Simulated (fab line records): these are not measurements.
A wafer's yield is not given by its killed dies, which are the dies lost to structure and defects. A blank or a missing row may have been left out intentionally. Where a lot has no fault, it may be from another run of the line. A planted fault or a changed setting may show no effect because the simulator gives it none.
fab line records :: flow nandHarc
record
  lots=14
  wafers=42
  lastDay=25
route steps=1159 shown A_ONON_D1@424 A_M0@1014 A_M1@1053 END@1159
lots that met no fault: taken from a fault-free run of the same line
startH: hours from the record's first day to the start of the lot's first wafer shown :: waitH: hours from the lot's prior step to this one :: " repeats the value in the row above :: L1.1+2: a single row standing in for several wafers :: - no value, or no start given :: * or withheld: withheld :: < > ~ a bound
route shown NAME@n: NAME is a module with steps in the file, n the number in the route of the first one :: usual: mean/standard deviation of fault-free wafers :: same: alike in all rows :: chamber/n: place in a boat :: sites: the reading at each site :: _std_site: standard deviation across them :: _edge_site: the outer-site mean with the inner-site mean subtracted :: radiusMm: how far each site lies from the wafer's centre :: mask NAME#n: copy n :: behind: the most recent tool/chamber to have shaped the wafer :: hold: why the lot went on hold/how many hours it stayed there/how the hold came to an end :: device: the transistor (n, p or np) that didn't switch :: end of line: at the end of the route, the tests of the same wafers :: for a step that has no rows: nothing shown but its recipe :: killed: not the wafer's yield, but the dies lost to structure and defects at the first sort :: map: dies across one wafer; x = killed, . = not, _ = none there
set.NAME: the setting the step ran with; set.NAME@STEP: the setting that earlier step ran with :: model.NAME: the simulator's own value behind a step, which no gauge read
the route's steps for a sample of lots (tables are steps, rows are wafers)
services: a tool's chamber out of use, with start hour (startH, from the record's first day; less than 0 if before it), hours out, and reason
## steps
# step NHARC_A_ONON_D1_DEP_00
# recipe
  targetThkA=10000
  n2FlowSccm=2750
  n2oFlowSccm=2000
  nh3FlowSccm=500
  sih4FlowSccm=210
  tempC=400
lot.wafer: L213.1+3+6
tool: pecvdOnon-02
chamber: 0
startH: 159.45
waitH: 0.1

lot.wafer: L214.2+3+6
tool: pecvdOnon-01
chamber: 0
startH: 159.53
waitH: 0.1

lot.wafer: L216.1+5+6
tool: pecvdOnon-01
chamber: 0
startH: 170.07
waitH: 0.1

lot.wafer: L215.1+4+5
tool: pecvdOnon-02
chamber: 0
startH: 170.34
waitH: 0.3

lot.wafer: L217.1+4+6
tool: pecvdOnon-01
chamber: 0
startH: 179.87
waitH: 0.1

lot.wafer: L218.1+4+6
tool: pecvdOnon-02
chamber: 0
startH: 185.59
waitH: 0.1

lot.wafer: L219.2+4+6
tool: pecvdOnon-02
chamber: 0
startH: 193.11
waitH: 0.1

lot.wafer: L220.1+3+4
tool: pecvdOnon-02
chamber: 0
startH: 197.23
waitH: 0.1

lot.wafer: L221.1+2+4
tool: pecvdOnon-01
chamber: 0
startH: 215.26
waitH: 0.1

lot.wafer: L223.3+5+6
tool: pecvdOnon-01
chamber: 0
startH: 227.58
waitH: 0.2

lot.wafer: L224.3+4+5
tool: pecvdOnon-02
chamber: 0
startH: 227.60
waitH: 0.2

lot.wafer: L234.1+2+6
tool: pecvdOnon-03
chamber: 0
startH: 279.30
waitH: 0.1

lot.wafer: L235.2+4+5
tool: pecvdOnon-02
chamber: 0
startH: 288.71
waitH: 0.1

lot.wafer: L236.1+3+6
tool: pecvdOnon-03
chamber: 0
startH: 301.35
waitH: 0.1
# step NHARC_A_M0_PRE_CLEAN_29
# recipe
  timeS=30
  tempC=280
  gas=H2/He
# usual
  heaterPowerW=399/44
lot.wafer: L214.2
tool: pvdSputter-03
chamber: -
startH: -
waitH: -
heaterPowerW: 318

lot.wafer: L214.3
tool: pvdSputter-03
chamber: -
startH: -
waitH: -
heaterPowerW: 395

lot.wafer: L214.6
tool: pvdSputter-03
chamber: -
startH: -
waitH: -
heaterPowerW: 435

lot.wafer: L213.1
tool: pvdSputter-02
chamber: -
startH: -
waitH: -
heaterPowerW: 413

lot.wafer: L213.3
tool: pvdSputter-02
chamber: -
startH: -
waitH: -
heaterPowerW: 384

lot.wafer: L213.6
tool: pvdSputter-02
chamber: -
startH: -
waitH: -
heaterPowerW: 414

lot.wafer: L215.1
tool: pvdSputter-03
chamber: -
startH: -
waitH: -
heaterPowerW: 326

lot.wafer: L215.4
tool: pvdSputter-03
chamber: -
startH: -
waitH: -
heaterPowerW: 381

lot.wafer: L215.5
tool: pvdSputter-03
chamber: -
startH: -
waitH: -
heaterPowerW: 325

lot.wafer: L216.1
tool: pvdSputter-01
chamber: -
startH: -
waitH: -
heaterPowerW: 474

lot.wafer: L216.5
tool: pvdSputter-01
chamber: -
startH: -
waitH: -
heaterPowerW: 446

lot.wafer: L216.6
tool: pvdSputter-01
chamber: -
startH: -
waitH: -
heaterPowerW: 461

lot.wafer: L218.4
tool: pvdSputter-03
chamber: -
startH: -
waitH: -
heaterPowerW: 421

lot.wafer: L218.1
tool: pvdSputter-03
chamber: -
startH: -
waitH: -
heaterPowerW: 322

lot.wafer: L218.6
tool: pvdSputter-03
chamber: -
startH: -
waitH: -
heaterPowerW: 390

lot.wafer: L217.1
tool: pvdSputter-03
chamber: -
startH: -
waitH: -
heaterPowerW: 412

lot.wafer: L217.4
tool: pvdSputter-03
chamber: -
startH: -
waitH: -
heaterPowerW: 326

lot.wafer: L217.6
tool: pvdSputter-03
chamber: -
startH: -
waitH: -
heaterPowerW: 415

lot.wafer: L220.4
tool: pvdSputter-03
chamber: -
startH: -
waitH: -
heaterPowerW: 318

lot.wafer: L220.1
tool: pvdSputter-03
chamber: -
startH: -
waitH: -
heaterPowerW: 435

lot.wafer: L220.3
tool: pvdSputter-03
chamber: -
startH: -
waitH: -
heaterPowerW: 385

lot.wafer: L219.4
tool: pvdSputter-03
chamber: -
startH: -
waitH: -
heaterPowerW: 378

lot.wafer: L219.2
tool: pvdSputter-03
chamber: -
startH: -
waitH: -
heaterPowerW: 409

lot.wafer: L219.6
tool: pvdSputter-03
chamber: -
startH: -
waitH: -
heaterPowerW: 439

lot.wafer: L224.3
tool: pvdSputter-02
chamber: -
startH: -
waitH: -
heaterPowerW: 374

lot.wafer: L224.4
tool: pvdSputter-02
chamber: -
startH: -
waitH: -
heaterPowerW: 445

lot.wafer: L224.5
tool: pvdSputter-02
chamber: -
startH: -
waitH: -
heaterPowerW: 396

lot.wafer: L223.3
tool: pvdSputter-02
chamber: -
startH: -
waitH: -
heaterPowerW: 402

lot.wafer: L223.5
tool: pvdSputter-02
chamber: -
startH: -
waitH: -
heaterPowerW: 441

lot.wafer: L223.6
tool: pvdSputter-02
chamber: -
startH: -
waitH: -
heaterPowerW: 376

lot.wafer: L221.1
tool: pvdSputter-03
chamber: -
startH: -
waitH: -
heaterPowerW: 328

lot.wafer: L221.4
tool: pvdSputter-03
chamber: -
startH: -
waitH: -
heaterPowerW: 394

lot.wafer: L221.2
tool: pvdSputter-03
chamber: -
startH: -
waitH: -
heaterPowerW: 429

lot.wafer: L235.2
tool: pvdSputter-03
chamber: -
startH: -
waitH: -
heaterPowerW: 419

lot.wafer: L235.4
tool: pvdSputter-03
chamber: -
startH: -
waitH: -
heaterPowerW: 307

lot.wafer: L235.5
tool: pvdSputter-03
chamber: -
startH: -
waitH: -
heaterPowerW: 445

lot.wafer: L234.2
tool: pvdSputter-03
chamber: -
startH: -
waitH: -
heaterPowerW: 458

lot.wafer: L234.1
tool: pvdSputter-03
chamber: -
startH: -
waitH: -
heaterPowerW: 383

lot.wafer: L234.6
tool: pvdSputter-03
chamber: -
startH: -
waitH: -
heaterPowerW: 300

lot.wafer: L236.3
tool: pvdSputter-01
chamber: -
startH: -
waitH: -
heaterPowerW: 468

lot.wafer: L236.1
tool: pvdSputter-01
chamber: -
startH: -
waitH: -
heaterPowerW: 446

lot.wafer: L236.6
tool: pvdSputter-01
chamber: -
startH: -
waitH: -
heaterPowerW: 447
# step NHARC_A_M0_THK_MEAS_24
# recipe
  thkMeasGauge=xrf
# usual
  thkNm=113.8/1.6
lot.wafer: L214.2
tool: filmMetro-02
chamber: -
startH: 406.12
waitH: -
thkNm: 112.8

lot.wafer: L214.3
tool: filmMetro-02
chamber: -
startH: 406.12
waitH: -
thkNm: 115.6

lot.wafer: L214.6
tool: filmMetro-02
chamber: -
startH: 406.12
waitH: -
thkNm: 115.2

lot.wafer: L213.1
tool: filmMetro-02
chamber: -
startH: 406.73
waitH: -
thkNm: 111.5

lot.wafer: L213.3
tool: filmMetro-02
chamber: -
startH: 406.73
waitH: -
thkNm: 114.9

lot.wafer: L213.6
tool: filmMetro-02
chamber: -
startH: 406.73
waitH: -
thkNm: 113.6

lot.wafer: L215.1
tool: filmMetro-01
chamber: -
startH: 406.95
waitH: -
thkNm: 114.0

lot.wafer: L215.4
tool: filmMetro-01
chamber: -
startH: 406.95
waitH: -
thkNm: 114.8

lot.wafer: L215.5
tool: filmMetro-01
chamber: -
startH: 406.95
waitH: -
thkNm: 112.3

lot.wafer: L216.1
tool: filmMetro-02
chamber: -
startH: 407.10
waitH: -
thkNm: 114.1

lot.wafer: L216.5
tool: filmMetro-02
chamber: -
startH: 407.10
waitH: -
thkNm: 113.8

lot.wafer: L216.6
tool: filmMetro-02
chamber: -
startH: 407.10
waitH: -
thkNm: 112.1

lot.wafer: L218.1
tool: filmMetro-02
chamber: -
startH: 416.28
waitH: -
thkNm: 114.4

lot.wafer: L218.4
tool: filmMetro-02
chamber: -
startH: 416.28
waitH: -
thkNm: 114.0

lot.wafer: L218.6
tool: filmMetro-02
chamber: -
startH: 416.28
waitH: -
thkNm: 113.3

lot.wafer: L217.1
tool: filmMetro-02
chamber: -
startH: 416.96
waitH: -
thkNm: 112.7

lot.wafer: L217.4
tool: filmMetro-02
chamber: -
startH: 416.96
waitH: -
thkNm: 111.9

lot.wafer: L217.6
tool: filmMetro-02
chamber: -
startH: 416.96
waitH: -
thkNm: 113.5

lot.wafer: L220.1
tool: filmMetro-02
chamber: -
startH: 443.87
waitH: -
thkNm: 114.2

lot.wafer: L220.3
tool: filmMetro-02
chamber: -
startH: 443.87
waitH: -
thkNm: 115.0

lot.wafer: L220.4
tool: filmMetro-02
chamber: -
startH: 443.87
waitH: -
thkNm: 114.4

lot.wafer: L219.2
tool: filmMetro-02
chamber: -
startH: 444.58
waitH: -
thkNm: 114.7

lot.wafer: L219.4
tool: filmMetro-02
chamber: -
startH: 444.58
waitH: -
thkNm: 115.3

lot.wafer: L219.6
tool: filmMetro-02
chamber: -
startH: 444.58
waitH: -
thkNm: 114.5

lot.wafer: L224.3
tool: filmMetro-02
chamber: -
startH: 455.86
waitH: -
thkNm: 116.1

lot.wafer: L224.4
tool: filmMetro-02
chamber: -
startH: 455.86
waitH: -
thkNm: 117.2

lot.wafer: L224.5
tool: filmMetro-02
chamber: -
startH: 455.86
waitH: -
thkNm: 117.2

lot.wafer: L223.3
tool: filmMetro-01
chamber: -
startH: 467.37
waitH: -
thkNm: 112.7

lot.wafer: L223.5
tool: filmMetro-01
chamber: -
startH: 467.37
waitH: -
thkNm: 114.8

lot.wafer: L223.6
tool: filmMetro-01
chamber: -
startH: 467.37
waitH: -
thkNm: 113.6

lot.wafer: L221.1
tool: filmMetro-01
chamber: -
startH: 467.78
waitH: -
thkNm: 113.0

lot.wafer: L221.2
tool: filmMetro-01
chamber: -
startH: 467.78
waitH: -
thkNm: 114.2

lot.wafer: L221.4
tool: filmMetro-01
chamber: -
startH: 467.78
waitH: -
thkNm: 113.9

lot.wafer: L235.2
tool: filmMetro-01
chamber: -
startH: 527.42
waitH: -
thkNm: 112.2

lot.wafer: L235.4
tool: filmMetro-01
chamber: -
startH: 527.42
waitH: -
thkNm: 112.8

lot.wafer: L235.5
tool: filmMetro-01
chamber: -
startH: 527.42
waitH: -
thkNm: 115.6

lot.wafer: L234.1
tool: filmMetro-02
chamber: -
startH: 533.78
waitH: -
thkNm: 113.5

lot.wafer: L234.2
tool: filmMetro-02
chamber: -
startH: 533.78
waitH: -
thkNm: 112.2

lot.wafer: L234.6
tool: filmMetro-02
chamber: -
startH: 533.78
waitH: -
thkNm: 113.7

lot.wafer: L236.1
tool: filmMetro-02
chamber: -
startH: 544.20
waitH: -
thkNm: 116.0

lot.wafer: L236.3
tool: filmMetro-02
chamber: -
startH: 544.20
waitH: -
thkNm: 113.7

lot.wafer: L236.6
tool: filmMetro-02
chamber: -
startH: 544.20
waitH: -
thkNm: 114.7
# step NHARC_A_M1_THK_MEAS_24
# recipe
  thkMeasGauge=xrf
# usual
  thkNm=154.0/1.5
lot.wafer: L214.2
tool: filmMetro-01
chamber: -
startH: 410.43
waitH: -
thkNm: 153.5

lot.wafer: L214.3
tool: filmMetro-01
chamber: -
startH: 410.43
waitH: -
thkNm: 150.9

lot.wafer: L214.6
tool: filmMetro-01
chamber: -
startH: 410.43
waitH: -
thkNm: 153.9

lot.wafer: L213.1
tool: filmMetro-02
chamber: -
startH: 410.93
waitH: -
thkNm: 156.0

lot.wafer: L213.3
tool: filmMetro-02
chamber: -
startH: 410.93
waitH: -
thkNm: 155.1

lot.wafer: L213.6
tool: filmMetro-02
chamber: -
startH: 410.93
waitH: -
thkNm: 153.8

lot.wafer: L215.1
tool: filmMetro-02
chamber: -
startH: 411.22
waitH: -
thkNm: 154.3

lot.wafer: L215.4
tool: filmMetro-02
chamber: -
startH: 411.22
waitH: -
thkNm: 154.0

lot.wafer: L215.5
tool: filmMetro-02
chamber: -
startH: 411.22
waitH: -
thkNm: 156.9

lot.wafer: L216.1
tool: filmMetro-01
chamber: -
startH: 411.58
waitH: -
thkNm: 152.2

lot.wafer: L216.5
tool: filmMetro-01
chamber: -
startH: 411.58
waitH: -
thkNm: 155.6

lot.wafer: L216.6
tool: filmMetro-01
chamber: -
startH: 411.58
waitH: -
thkNm: 155.2

lot.wafer: L218.1
tool: filmMetro-01
chamber: -
startH: 420.44
waitH: -
thkNm: 155.4

lot.wafer: L218.4
tool: filmMetro-01
chamber: -
startH: 420.44
waitH: -
thkNm: 155.8

lot.wafer: L218.6
tool: filmMetro-01
chamber: -
startH: 420.44
waitH: -
thkNm: 152.9

lot.wafer: L217.1
tool: filmMetro-02
chamber: -
startH: 421.11
waitH: -
thkNm: 153.4

lot.wafer: L217.4
tool: filmMetro-02
chamber: -
startH: 421.11
waitH: -
thkNm: 153.7

lot.wafer: L217.6
tool: filmMetro-02
chamber: -
startH: 421.11
waitH: -
thkNm: 155.3

lot.wafer: L220.1
tool: filmMetro-01
chamber: -
startH: 447.93
waitH: -
thkNm: 152.4

lot.wafer: L220.3
tool: filmMetro-01
chamber: -
startH: 447.93
waitH: -
thkNm: 153.7

lot.wafer: L220.4
tool: filmMetro-01
chamber: -
startH: 447.93
waitH: -
thkNm: 153.6

lot.wafer: L219.2
tool: filmMetro-01
chamber: -
startH: 448.78
waitH: -
thkNm: 156.7

lot.wafer: L219.4
tool: filmMetro-01
chamber: -
startH: 448.78
waitH: -
thkNm: 155.4

lot.wafer: L219.6
tool: filmMetro-01
chamber: -
startH: 448.78
waitH: -
thkNm: 153.6

lot.wafer: L224.3
tool: filmMetro-01
chamber: -
startH: 460.09
waitH: -
thkNm: 154.2

lot.wafer: L224.4
tool: filmMetro-01
chamber: -
startH: 460.09
waitH: -
thkNm: 156.5

lot.wafer: L224.5
tool: filmMetro-01
chamber: -
startH: 460.09
waitH: -
thkNm: 153.0

lot.wafer: L223.3
tool: filmMetro-02
chamber: -
startH: 471.77
waitH: -
thkNm: 155.4

lot.wafer: L223.5
tool: filmMetro-02
chamber: -
startH: 471.77
waitH: -
thkNm: 154.5

lot.wafer: L223.6
tool: filmMetro-02
chamber: -
startH: 471.77
waitH: -
thkNm: 153.3

lot.wafer: L221.1
tool: filmMetro-01
chamber: -
startH: 472.07
waitH: -
thkNm: 154.4

lot.wafer: L221.2
tool: filmMetro-01
chamber: -
startH: 472.07
waitH: -
thkNm: 156.4

lot.wafer: L221.4
tool: filmMetro-01
chamber: -
startH: 472.07
waitH: -
thkNm: 151.3

lot.wafer: L235.2
tool: filmMetro-01
chamber: -
startH: 531.86
waitH: -
thkNm: 154.1

lot.wafer: L235.4
tool: filmMetro-01
chamber: -
startH: 531.86
waitH: -
thkNm: 155.1

lot.wafer: L235.5
tool: filmMetro-01
chamber: -
startH: 531.86
waitH: -
thkNm: 154.0

lot.wafer: L234.1
tool: filmMetro-01
chamber: -
startH: 537.84
waitH: -
thkNm: 154.5

lot.wafer: L234.2
tool: filmMetro-01
chamber: -
startH: 537.84
waitH: -
thkNm: 154.5

lot.wafer: L234.6
tool: filmMetro-01
chamber: -
startH: 537.84
waitH: -
thkNm: 152.3

lot.wafer: L236.1
tool: filmMetro-01
chamber: -
startH: 548.58
waitH: -
thkNm: 151.9

lot.wafer: L236.3
tool: filmMetro-01
chamber: -
startH: 548.58
waitH: -
thkNm: 152.4

lot.wafer: L236.6
tool: filmMetro-01
chamber: -
startH: 548.58
waitH: -
thkNm: 153.8
# step NHARC_END_SORT_01
# recipe
  tempC=25
# usual
  killedAtArray=26/11
  killedAtOther=0.4/0.78
  killedAtPeriphery=3.4/2.4
  killedDies=29/11
  killedOpen=3.1/1.9
  killedShort=1.9/1.4
# same
  grossDies=677
lot.wafer: L220.1
tool: prober-02
chamber: 0
startH: 536.69
waitH: 2.5
killedAtArray: 66
killedAtOther: 0
killedAtPeriphery: 2
killedDies: 68
killedOpen: 3
killedShort: 3

lot.wafer: L220.3
tool: prober-02
chamber: 0
startH: 538.32
waitH: 3.1
killedAtArray: 82
killedAtOther: 0
killedAtPeriphery: 0
killedDies: 82
killedOpen: 5
killedShort: 1

lot.wafer: L220.4
tool: prober-02
chamber: 0
startH: 539.13
waitH: 3.4
killedAtArray: 56
killedAtOther: 0
killedAtPeriphery: 1
killedDies: 57
killedOpen: 1
killedShort: 0

lot.wafer: L224.3
tool: prober-01
chamber: 0
startH: 538.20
waitH: 3.1
killedAtArray: 73
killedAtOther: 0
killedAtPeriphery: 0
killedDies: 73
killedOpen: 4
killedShort: 2

lot.wafer: L224.4
tool: prober-01
chamber: 0
startH: 539.00
waitH: 3.4
killedAtArray: 56
killedAtOther: 1
killedAtPeriphery: 7
killedDies: 64
killedOpen: 3
killedShort: 1

lot.wafer: L224.5
tool: prober-01
chamber: 0
startH: 539.81
waitH: 3.7
killedAtArray: 71
killedAtOther: 0
killedAtPeriphery: 1
killedDies: 72
killedOpen: 2
killedShort: 3
# killed by level:class
L220.1 A_ONON_D1:unspecified=40 A_CHANNEL_HOLE_D1:chamberFilmFlake=14 A_SLIT:chamberFilmFlake=5 P_CONTACT:geometricParticle:open=1 P_CONTACT:geometricParticle:short=1 A_CHANNEL_FILL_D1:geometricParticle:short=1 A_CONTACT:geometricParticle:open=1 A_M0:geometricParticle:short=1
L224.3 A_ONON_D1:unspecified=38 A_SLIT:chamberFilmFlake=17 A_CONTACT:chamberFilmFlake=8 A_CHANNEL_HOLE_D1:chamberFilmFlake=3 A_CONTACT:geometricParticle:open=2 A_SOURCE_PLATE:geometricParticle:open=1 A_CHANNEL_FILL_D1:geometricParticle:open=1 A_SGD_CUT:geometricParticle:short=1
L220.3 A_ONON_D1:unspecified=43 A_CHANNEL_HOLE_D1:chamberFilmFlake=19 A_SLIT:chamberFilmFlake=9 A_WL_FILL:chamberFilmFlake=3 A_STAIRCASE:chamberFilmFlake=2 A_CHANNEL_HOLE_D1:geometricParticle:open=1 A_WL_FILL:geometricParticle:open=1 A_WL_FILL:geometricParticle:short=1
L224.4 A_ONON_D1:unspecified=40 A_CHANNEL_HOLE_D1:chamberFilmFlake=4 A_SLIT:chamberFilmFlake=4 A_CONTACT:chamberFilmFlake=4 P_GATE:chamberFilmFlake=3 A_CHANNEL_HOLE_D1:geometricParticle:open=2 P_STI:chamberFilmFlake=2 P_M0:geometricParticle:short=1
L220.4 A_ONON_D1:unspecified=38 A_CHANNEL_HOLE_D1:chamberFilmFlake=7 A_STAIRCASE:chamberFilmFlake=4 A_WL_FILL:chamberFilmFlake=3 A_SLIT:chamberFilmFlake=3 A_SGD_CUT:geometricParticle:open=1 P_ZERO_WELL:chamberFilmFlake=1
L224.5 A_ONON_D1:unspecified=41 A_SLIT:chamberFilmFlake=10 A_CONTACT:chamberFilmFlake=10 A_CHANNEL_HOLE_D1:chamberFilmFlake=4 A_CHANNEL_HOLE_D1:geometricParticle:short=1 A_WL_FILL:geometricParticle:open=1 A_WL_FILL:geometricParticle:short=1 A_CONTACT:geometricParticle:open=1
## services
tool: pvdSputter-03
chamber: -
startH: 140.79
hours: 10.0
kind: pm

tool: pvdSputter-02
chamber: -
startH: 142.52
hours: 9.4
kind: repair

tool: pecvdOnon-03
chamber: -
startH: 153.11
hours: 13.0
kind: pm

tool: pvdSputter-01
chamber: -
startH: 158.00
hours: 10.0
kind: pm

tool: pecvdOnon-01
chamber: -
startH: 195.33
hours: 13.0
kind: pm

tool: pvdSputter-02
chamber: -
startH: 214.00
hours: 10.0
kind: pm

tool: pvdSputter-02
chamber: -
startH: 250.14
hours: 2.0
kind: repair

tool: pvdSputter-02
chamber: -
startH: 264.23
hours: 1.5
kind: repair

tool: pvdSputter-01
chamber: -
startH: 268.12
hours: 9.5
kind: repair

tool: pvdSputter-03
chamber: -
startH: 268.85
hours: 1.5
kind: repair

tool: pecvdOnon-02
chamber: -
startH: 292.00
hours: 13.0
kind: pm

tool: pvdSputter-03
chamber: -
startH: 318.79
hours: 10.0
kind: pm

tool: pecvdOnon-03
chamber: -
startH: 334.11
hours: 13.0
kind: pm

tool: pvdSputter-01
chamber: -
startH: 336.00
hours: 10.0
kind: pm

tool: pvdSputter-03
chamber: -
startH: 359.64
hours: 1.1
kind: repair

tool: pecvdOnon-01
chamber: -
startH: 363.98
hours: 1.7
kind: repair

tool: pvdSputter-03
chamber: -
startH: 374.65
hours: 0.7
kind: repair

tool: pecvdOnon-01
chamber: -
startH: 376.33
hours: 13.0
kind: pm

tool: pvdSputter-03
chamber: -
startH: 379.81
hours: 7.0
kind: repair

tool: pvdSputter-02
chamber: -
startH: 392.00
hours: 10.0
kind: pm

tool: pvdSputter-01
chamber: -
startH: 408.67
hours: 0.8
kind: repair

tool: pecvdOnon-02
chamber: -
startH: 473.11
hours: 13.0
kind: pm

tool: pvdSputter-03
chamber: -
startH: 496.82
hours: 10.0
kind: pm

tool: pvdSputter-02
chamber: -
startH: 522.09
hours: 1.1
kind: repair
## key
firstSign
  step=NHARC_END_SORT_01
  reading=killedAtArray
  direction=up
  sigmas=3.9
  usual=26
  struck=67
effect
  step=NHARC_END_SORT_01
  reading=killedDies
  direction=up
  sigmas=3.7
  usual=29
  struck=69
moreKillsBornAt
  NHARC_A_ONON_D1_DEP_00@pecvdOnon-02=240
metAt NHARC_A_ONON_D1_DEP_00
struckLots L220,L224
testerLeftOut L220,L224
notActingAt NHARC_A_M0_PRE_CLEAN_29,NHARC_A_M0_THK_MEAS_24,NHARC_A_M1_THK_MEAS_24
onsetBetween 193.11 197.23
fault
  kind=chamberParticleSource
  tool=pecvdOnon-02
  chamber=-
  onsetH=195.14
  steps=NHARC_A_ONON_D1_DEP_00
  ratePerVisitCm2=0.52412
  endH=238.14
# testerLeftOut: of these lots the tester's yield and bins aren't shown, on N5 and GAA mostly nor the transistor test; their killed dies are dies lost to structure and defects alone, not to doping, threshold or leakage, so they don't give the yield
